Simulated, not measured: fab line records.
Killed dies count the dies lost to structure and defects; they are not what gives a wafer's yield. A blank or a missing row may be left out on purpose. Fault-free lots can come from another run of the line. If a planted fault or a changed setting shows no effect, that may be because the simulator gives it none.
Split-lot experiment | flow n5 finfet | route with 1938 steps; 7 lots, 39 wafers read

## THE SPLIT ITSELF
At N5_BEOL_M0_SAQP_ETCH_106 (etches SOC in N2/H2, stops on SiNx, target depth 150 nm), the setting target depth a was moved away from the recipe's 1500 angstrom on 15 of the 39 wafers read, by -54.7% to +20.2%. The other wafers ran this setting at the recipe's value.

The reading is taken at the split's own step.

## THE READING
SOC_of_BEOL_M0_SAQP_COAT_105.thk nm (the simulator's own value, which no gauge read), in nm, at N5_BEOL_M0_SAQP_ETCH_106 (etches SOC in N2/H2, stops on SiNx, target depth 150 nm). The file does not state a usual value for it. Here, 24 wafers ran the recipe; their average is 24.1 nm with a standard deviation of 2.9 nm.

wafer  | tool, chamber at the split | target depth a as run, angstrom | against the recipe | SOC_of_BEOL_M0_SAQP_COAT_105.thk nm, nm | against lot-mates on the recipe
L076.1 | rie diel-06, 0             | 1500                            | recipe             | 22.2                                    | -
L076.2 | rie diel-06, 1             | 1500                            | recipe             | 23.8                                    | -
L076.3 | rie diel-06, 3             | 1139                            | -24.1%             | 46                                      | +22.7
L076.4 | rie diel-06, 2             | 1139                            | -24.1%             | 38.8                                    | +15.5
L076.6 | rie diel-06, 2             | 1139                            | -24.1%             | 38.8                                    | +15.5
L076.5 | rie diel-06, 1             | 1500                            | recipe             | 24                                      | -
L078.1 | rie diel-03, 2             | 1500                            | recipe             | 22.2                                    | -
L078.2 | rie diel-03, 0             | 1500                            | recipe             | 22                                      | -
L078.3 | rie diel-03, 3             | 1500                            | recipe             | 26.2                                    | -
L078.4 | rie diel-03, 1             | 1500                            | recipe             | 26.8                                    | -
L078.6 | rie diel-03, 1             | 1500                            | recipe             | 26.8                                    | -
L078.5 | rie diel-03, 2             | 1500                            | recipe             | 21.6                                    | -
L079.1 | rie diel-06, 3             | 1500                            | recipe             | 30.6                                    | -
L079.2 | rie diel-06, 1             | 1500                            | recipe             | 26.2                                    | -
L079.3 | rie diel-06, 2             | 1500                            | recipe             | 21.6                                    | -
L079.4 | rie diel-06, 0             | 1151                            | -23.3%             | 42.2                                    | +16.1
L079.5 | rie diel-06, 2             | 1151                            | -23.3%             | 39.6                                    | +13.5
L079.6 | rie diel-06, 1             | 1151                            | -23.3%             | 43.8                                    | +17.7
L081.3 | rie diel-06, 0             | 1500                            | recipe             | 23.6                                    | -
L081.4 | rie diel-06, 1             | 1500                            | recipe             | 25.6                                    | -
L081.5 | rie diel-06, 3             | 1500                            | recipe             | 30.2                                    | -
L089.1 | rie diel-06, 0             | 1025                            | -31.7%             | 48.4                                    | +26.9
L089.2 | rie diel-06, 1             | 1500                            | recipe             | 25.6                                    | -
L089.3 | rie diel-06, 3             | 1025                            | -31.7%             | 51.6                                    | +30.1
L089.4 | rie diel-06, 2             | 1500                            | recipe             | 19.2                                    | -
L089.5 | rie diel-06, 1             | 1025                            | -31.7%             | 49                                      | +27.5
L089.6 | rie diel-06, 2             | 1500                            | recipe             | 19.8                                    | -
L095.1 | rie diel-02, 3             | 1500                            | recipe             | 21.2                                    | -
L095.2 | rie diel-02, 0             | 1500                            | recipe             | 25.6                                    | -
L095.3 | rie diel-02, 1             | 1803                            | +20.2%             | 6.4                                     | -17.7
L095.4 | rie diel-02, 2             | 1803                            | +20.2%             | 8                                       | -16.1
L095.5 | rie diel-02, 1             | 1803                            | +20.2%             | 6.8                                     | -17.3
L095.6 | rie diel-02, 0             | 1500                            | recipe             | 25.4                                    | -
L096.1 | rie diel-02, 2             | 1500                            | recipe             | 22.8                                    | -
L096.2 | rie diel-02, 0             | 679.1                           | -54.7%             | 66                                      | +43.5
L096.3 | rie diel-02, 1             | 679.1                           | -54.7%             | 64.4                                    | +41.9
L096.4 | rie diel-02, 3             | 1500                            | recipe             | 19.8                                    | -
L096.5 | rie diel-02, 1             | 679.1                           | -54.7%             | 64.6                                    | +42.1
L096.6 | rie diel-02, 0             | 1500                            | recipe             | 24.8                                    | -

THE FIT
A straight line over all 39 wafers: SOC_of_BEOL_M0_SAQP_COAT_105.thk nm changes by -0.768 nm for each +1% of target depth a; r = -0.98; the points scatter about the line by 2.7 nm.
The same after taking each lot's own level away (the mean of its wafers on the recipe; 39 wafers): -0.793 nm for each +1%; r = -0.99; scatter 2.6 nm.
Per that fit: largest target depth a move, reading shift of 43 nm.
The lots' own levels span 21.53 to 26.47 nm, that is 1.7 times the standard deviation above.
The two slopes agree, so the slope changes little with the lot-to-lot level.
Check: +43.1 nm against its lot-mates is what the line predicts for one of the wafers moved furthest among these (-54.7%) when that wafer is left out of the fit. Against them it came out at +43.5 nm.

## OTHER SPLITS APPLIED TO THESE WAFERS
Note: prior to the reading, these wafers also went through further splits. Each is held against what the fit with the lots' levels taken away leaves over:
other split on the same wafers          | wafers away from the commonest value | r with SOC_of_BEOL_M0_SAQP_COAT_105.thk nm (lot level and that fit taken away)
N5_MOL_CONTACT_COAG_PRECLEAN_111 time s | 12                                   | -0.01

## THE FILE'S OWN FIT
SOC_of_BEOL_M0_SAQP_COAT_105.thk nm changes by -0.789 nm for each +1% of target depth a, r = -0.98.
